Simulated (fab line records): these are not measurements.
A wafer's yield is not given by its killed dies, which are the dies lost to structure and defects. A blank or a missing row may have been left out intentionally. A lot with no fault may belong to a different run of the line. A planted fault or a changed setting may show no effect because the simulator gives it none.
2 desks looking at one fault + flow n5 finfet + only its own numbers are on each desk; what lay behind them is given at the end

## METROLOGY DESK
Lot by lot, what the gauges showed, no matter which tool ran the lot: averages of those sampled wafers that carry a number. If a lot's mean is further than 4 standard deviations from the usual mean, the lot is out of limits and carries the mark OUT (the distance appears in the brackets).
Columns: A = cd nm at N5_PASSIVATION_CD_MEAS_44, usual 40002 nm
| lot  | first seen here | A     |
|------|-----------------|-------|
| L772 | day 12 07:29    | 40001 |
| L771 | day 12 12:22    | 39998 |
| L775 | day 12 23:07    | 40002 |
| L774 | day 13 00:23    | 39998 |
| L776 | day 13 02:23    | 40006 |
| L780 | day 13 19:20    | 40003 |
| L783 | day 15 03:09    | 40008 |
| L787 | day 16 15:53    | 40007 |
| L790 | day 16 16:42    | 40003 |
| L791 | day 17 02:29    | 40006 |
| L789 | day 17 07:33    | 40004 |
This desk found nothing out of limits on any of the 11 lots.

## AT THE TOOL OWNER'S DESK: rie diel-03
The tool's own readings at N5_BEOL_M0_ETCH_138 (etches SiCN in CH3F/O2, target depth 12 nm, time 31.6 s): means of the sampled wafers that have a number, for each lot that ran on this tool. If a lot's mean is further than 4 standard deviations from the usual mean, the lot is out of limits and carries the mark OUT (the distance appears in the brackets).
Columns: A = CH3F_flow_sccm at N5_BEOL_M0_ETCH_138, usual 30.01 sccm; B = drypump motor current A at N5_BEOL_M0_ETCH_138, usual 6.0 A; C = etch rf on time s at N5_BEOL_M0_ETCH_138, usual 29.1 s; D = oes product au at N5_BEOL_M0_ETCH_138, usual 0.68 a.u.; E = rf vpp V at N5_BEOL_M0_ETCH_138, usual 297.9 V; F = showerhead plenum p Torr at N5_BEOL_M0_ETCH_138, usual 2.02 Torr; G = throttle valve pct at N5_BEOL_M0_ETCH_138, usual 16.31 %
| lot  | first seen here | A     | B   | C    | D    | E     | F    | G     |
|------|-----------------|-------|-----|------|------|-------|------|-------|
| L771 | day 5 19:41     | 29.98 | 6.0 | 29.8 | 0.69 | 299.0 | 2.04 | 16.36 |
| L772 | day 5 23:12     | 30.04 | 6.0 | 28.9 | 0.69 | 297.7 | 2.04 | 16.35 |
| L775 | day 6 17:14     | 30.10 | 5.6 | 30.2 | 0.62 | 298.5 | 2.05 | 16.27 |
| L776 | day 6 22:18     | 29.96 | 6.0 | 28.9 | 0.70 | 298.8 | 2.06 | 16.30 |
| L783 | day 8 22:51     | 30.03 | 5.9 | 28.7 | 0.66 | 298.7 | 2.03 | 16.40 |
This desk found nothing out of limits on any of the 5 lots.

## BROUGHT TOGETHER
At the metrology desk, nothing out of limits was observed.
Nothing out of limits was seen by the tool owner's desk.

## WHAT HAD BEEN PUT IN BY THE SIMULATOR
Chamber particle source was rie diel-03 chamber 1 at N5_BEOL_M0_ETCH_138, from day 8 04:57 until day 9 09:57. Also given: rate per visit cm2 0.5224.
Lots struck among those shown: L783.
